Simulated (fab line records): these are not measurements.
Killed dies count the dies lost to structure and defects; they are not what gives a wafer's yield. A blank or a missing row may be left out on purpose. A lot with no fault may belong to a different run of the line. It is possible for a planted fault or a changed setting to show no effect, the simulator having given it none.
Struck lot and sound lot, side by side	flow n5 finfet	15 steps out of a route of 1938
Sound: these wafers, L234.1, L234.2, L234.5. The struck wafers were L244.1, L244.4. At the end, the cause is stated.
Each step with rows lists, per side, the tool, then ch with its chambers, then its first start. Under that, the readings that differ: sound wafers	struck wafers	difference of the means	sigmas: that difference in standard deviations of wafers without a fault.
alike: words and numbers the same on both sides, and readings whose means are apart by under 2 such deviations; not compared: readings that were withheld, readings missing a value for some wafer, numbers with overlapping values and no deviation given by the record, and bounds like >300 which may hide the same value.
The two part at a step that has a row with sigmas, a row that says differs or no value, or rows on one side only. Numbers that have no deviation but don't overlap get no sigmas and don't part them. A reading missing from all wafers of one side parts the sides only when that side holds two or more wafers.

N5_BEOL_M1_INSPECT_30: inspects for defects (brightfield).
  sound: defect inspect-01 at day 7 05:51; struck: defect inspect-02 at day 10 05:11
reading	sound	struck	difference	sigmas
raw defect count	650 593 383	373 350	-180	-2
then, 1 step without rows for these wafers: N5_BEOL_M1_DESCUM_33 (chemistry O2, time 7 s).
N5_BEOL_M1_ETCH_77: etches underlayer in N2/H2, target depth 6.5 nm, time 5.2 s.
  sound on rie diel-02 ch 0,2, day 7 06:04; struck on rie diel-02 ch 0,1, day 10 05:15
  alike: drypump motor current A, etch rf on time s, oes product au, rf vpp V, showerhead plenum p Torr, throttle valve pct
  not compared: rf hours counter h
then, 1 step without rows for these wafers: N5_BEOL_M1_ETCH_69 (etches SiARC in CF4, target depth 15.6 nm, time 26 s).
N5_BEOL_M1_ALD_98: deposits SiO2, target thk 2.5 nm, pulse time 1 s, co reactant pulse time 1 s.
  sound on ald sin-01 ch 1,2,3, day 7 06:10; struck on ald sin-01 ch 2,3, day 10 05:27
  alike: heater power w, precursor pulse height rel
then, 1 step without rows for these wafers: N5_BEOL_M1_ETCHBACK_99 (etches SiO2 in CHF3, target depth 5 nm, time 10.4 s).
N5_BEOL_M1_ETCH_70: etches SOC in N2/H2, target depth 80 nm, overetch 16 nm, time 120 s.
  sound on rie diel-03 ch 0,2,3, day 7 10:11; struck on rie diel-02 ch 0,2, day 10 08:14
  alike: drypump motor current A, oes product au, rf vpp V, run length s, showerhead plenum p Torr, throttle valve pct
  not compared: rf hours counter h
then, 4 steps without rows for these wafers: N5_BEOL_M1_STRIP_71 (strips in N2/H2); N5_BEOL_M1_STRIP_78 (strips in N2/H2); N5_BEOL_M1_VIA_ETCH_34 (etches the open film in C4F6/O2, target depth 67.8 nm, time 64.4 s); N5_BEOL_M1_STRIP_83 (strips in C4F6/O2).
N5_BEOL_M1_STRIP_36: strips in N2/H2.
  sound on rie diel-03 ch 0,2,3, day 7 10:21; struck on rie diel-02 ch 0,2, day 10 08:23
  alike: drypump motor current A, oes product au, rf vpp V, showerhead plenum p Torr, throttle valve pct
  not compared: rf hours counter h
N5_BEOL_M1_TRENCH_ETCH_37: etches SiOC in C4F6/O2, target depth 55.207 nm, time 29 s.
  sound on rie diel-03 ch 0,2,3, day 7 10:23; struck on rie diel-02 ch 0,2, day 10 08:26
reading	sound	struck	difference	sigmas
oes product au (a.u.)	0.72 0.71 0.81	0.87 1.06	+0.22	+2
run length s (s)	52.5 52.3 52.3	50.1 49.9	-2.4	-6
  alike: drypump motor current A, rf vpp V, showerhead plenum p Torr, throttle valve pct
  not compared: rf hours counter h, model.BEOL_M1.feature depth nm, model.etch.depth nm
N5_BEOL_M1_ETCH_41: etches SiCN in CH3F/O2, target depth 31.9 nm, time 57.8 s.
  sound on rie diel-03 ch 0,2,3; struck on rie diel-02 ch 0,2
reading	sound	struck	difference	sigmas
oes product au (a.u.)	0.73 0.70 0.80	0.86 1.07	+0.22	+2
run length s (s)	81.8 81.2 81.2	80.4 80.8	-0.8	-2
  alike: drypump motor current A, rf vpp V, showerhead plenum p Torr, throttle valve pct
  not compared: rf hours counter h
-- the record jumps here: 3 days lie between the struck wafers' starts before and after (it left off in module BEOL_M1 and takes up again in module BEOL_M4, whose first step shown is number 1111 of the route) --
N5_BEOL_M4_RC_MEAS_101:
  sound on prober-02 ch 0, day 9 05:48; struck on prober-02 ch 0, day 12 20:53
  alike: DIBL_N, DIBL_P, IOFF_N, IOFF_P, ION_N, ION_P, SS_N, SS_P, VT_N, VT_P

## WHERE THEY PART
Earliest at N5_BEOL_M1_INSPECT_30; latest, in this record, at N5_BEOL_M1_ETCH_41. Later steps at which nothing parts them and some readings are alike: N5_BEOL_M4_RC_MEAS_101.

WHY: what the simulator had put in
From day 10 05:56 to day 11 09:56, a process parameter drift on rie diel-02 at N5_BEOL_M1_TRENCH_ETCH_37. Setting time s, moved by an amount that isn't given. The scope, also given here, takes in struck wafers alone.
